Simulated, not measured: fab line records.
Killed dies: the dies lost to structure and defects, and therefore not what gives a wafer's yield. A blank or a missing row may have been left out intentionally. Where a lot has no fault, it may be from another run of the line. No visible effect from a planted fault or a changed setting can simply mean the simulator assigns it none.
Chamber matching    flow n5-finfet    N5_STI_FIN_REVEAL_ETCH_34 on rie-si-04: 4 sister chambers
The step etches Si in H2, material Si, target depth 0.97 nm. 4 wafers are shown with their chamber, then 11 later ones without.

== EACH WAFER AND ITS CHAMBER ==
wafer   chamber  throttle-valve-pct (%)
L083.6  3        26.6
L084.2  2        25.7
L084.5  1        25.5
L092.3  0        26.3

== WAFERS WITHOUT THEIR CHAMBER ==
wafer   throttle-valve-pct (%)
L092.4  26.3
L092.6  25.5
L094.1  26.6
L094.5  26.3
L094.6  25.4
L095.2  26.3
L095.4  26.6
L095.6  25.5
L097.1  25.7
L097.2  25.5
L097.3  26.3

== EACH ONE'S CHAMBER ==
wafer   from the rows above  in truth
L092.4  0                    0
L092.6  1                    1
L094.1  3                    3
L094.5  0                    0
L094.6  1                    1
L095.2  0                    0
L095.4  3                    3
L095.6  1                    1
L097.1  2                    2
L097.2  1                    1
L097.3  0                    0
Correct placement for 11 of the 11. Left unplaced by these rows: 0. 0 placed wrongly.
How it was worked out, from the rows above alone: a wafer's distance from a chamber is the root of the sum, over the readings, of the square of ((its reading less the chamber's mean) divided by the reading's scatter). The wafer belongs to the nearest chamber; if the next one is less than 2 further off, it can't be placed. For every chamber, the mean is computed from those of its wafers that are shown. The scatter: with one shown wafer a chamber, the root of the mean of the squares of how far each hidden wafer lies from its nearest shown one.
